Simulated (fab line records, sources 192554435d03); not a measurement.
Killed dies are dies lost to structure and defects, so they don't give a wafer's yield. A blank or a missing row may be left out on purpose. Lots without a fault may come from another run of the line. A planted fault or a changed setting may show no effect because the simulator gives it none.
Which tool did it? | flow n5_finfet | 8 lots, 24 wafers sampled, at 5 steps of a route of 1938

WHAT THE GAUGES READ, wafer by wafer
N5_BEOL_M4_RC_MEAS_101.
lot  | measured     | on        | DIBL_N (mV/V)
L839 | day 8 20:48  | prober-02 | 35.8 36.6 36.6
L845 | day 10 00:43 | prober-01 | 35.7 37.6 37.2
L850 | day 11 20:03 | prober-01 | 36.5 34.5 36.1
L854 | day 12 21:51 | prober-02 | 34.7 36.9 36.5
L857 | day 13 02:19 | prober-01 | 38.3 35.2 37.8
L858 | day 13 05:46 | prober-02 | 39.8 34.7 37.9
L860 | day 13 23:15 | prober-02 | 35.5 38.6 36.9
L862 | day 14 23:20 | prober-02 | 37.0 32.8 32.9

WHICH TOOL RAN EACH LOT (tool, then ch and the chambers of the sampled wafers, then the start)
lot  | N5_BEOL_M0_SAQP_MANDREL_ETCH_103 | N5_BEOL_M0_SAQP_MANDREL2_REMOVE_110 | N5_BEOL_M0_SAQP_DESCUM_45          | N5_BEOL_M0_SAQP_ETCH_88
L839 | rie_si-02 ch 0,1, day 6 09:52    | rie_si-02 ch 1,2, day 6 11:20       | rie_diel-04 ch 0,2,3, day 6 11:53  | rie_diel-04 ch 0,2,3, day 6 11:55
L845 | rie_si-04 ch 0,1, day 7 05:09    | rie_si-04 ch 0,1,2, day 7 06:44     | rie_diel-02 ch 1,3, day 7 07:53    | rie_diel-02 ch 1,3, day 7 07:55
L850 | rie_si-02 ch 0,1,3, day 8 14:55  | rie_si-05 ch 0,3, day 8 16:39       | rie_diel-05 ch 0,2,3, day 8 17:14  | rie_diel-05 ch 0,2,3, day 8 17:16
L854 | rie_si-02 ch 0,1,2, day 9 09:38  | rie_si-02 ch 2,3, day 9 11:06       | rie_diel-05 ch 0,3, day 9 11:41    | rie_diel-05 ch 0,3, day 9 11:43
L857 | rie_si-05 ch 0,2, day 10 08:31   | rie_si-05 ch 0,3, day 10 09:59      | rie_diel-05 ch 1,2,3, day 10 10:32 | rie_diel-05 ch 1,2,3, day 10 10:34
L858 | rie_si-05 ch 0,2,3, day 10 10:44 | rie_si-04 ch 0,1,3, day 10 12:31    | rie_diel-05 ch 1,2,3, day 10 13:11 | rie_diel-05 ch 1,2,3, day 10 13:13
L860 | rie_si-04 ch 0,1,2, day 10 17:59 | rie_si-04 ch 0,1, day 10 19:28      | rie_diel-04 ch 0,3, day 10 20:04   | rie_diel-04 ch 0,3, day 10 20:05
L862 | rie_si-02 ch 0,1,2, day 11 11:02 | rie_si-05 ch 0,3, day 11 12:37      | rie_diel-04 ch 1,2, day 11 13:16   | rie_diel-04 ch 1,2, day 11 13:18
- N5_BEOL_M0_SAQP_MANDREL_ETCH_103: etches a-Si in HBr/Cl2, stops on SiCN, target depth 45 nm, bt time 10 s, time 27 s.
- N5_BEOL_M0_SAQP_MANDREL2_REMOVE_110: chemistry HBr/Cl2/O2, target a-Si, stops on SiCN, bt time 10 s.
- N5_BEOL_M0_SAQP_DESCUM_45: chemistry O2, time 7 s.
- N5_BEOL_M0_SAQP_ETCH_88: etches underlayer in N2/H2, target depth 6.5 nm, time 5.2 s.

THE ANSWER, worked out from the rows above alone
Rule: what is usual is taken from the lots themselves. Put in order of their means at a reading, lots are off if they are a third of the lots or fewer, leave a main group of 4 or more, and stand apart from it by a gap of 3 or more times the standard deviation of the main group's means; of several such gaps the widest counts. A main group whose means are all the same, to the digits that the tables above print for the reading, isn't used. A lot without any number at a reading at which 4 lots or more have one is off too. The other lots that the step has rows for count as sound.
No lot is off at any reading shown: from this, nothing can be told.

WHAT THE SIMULATOR HAD PUT IN
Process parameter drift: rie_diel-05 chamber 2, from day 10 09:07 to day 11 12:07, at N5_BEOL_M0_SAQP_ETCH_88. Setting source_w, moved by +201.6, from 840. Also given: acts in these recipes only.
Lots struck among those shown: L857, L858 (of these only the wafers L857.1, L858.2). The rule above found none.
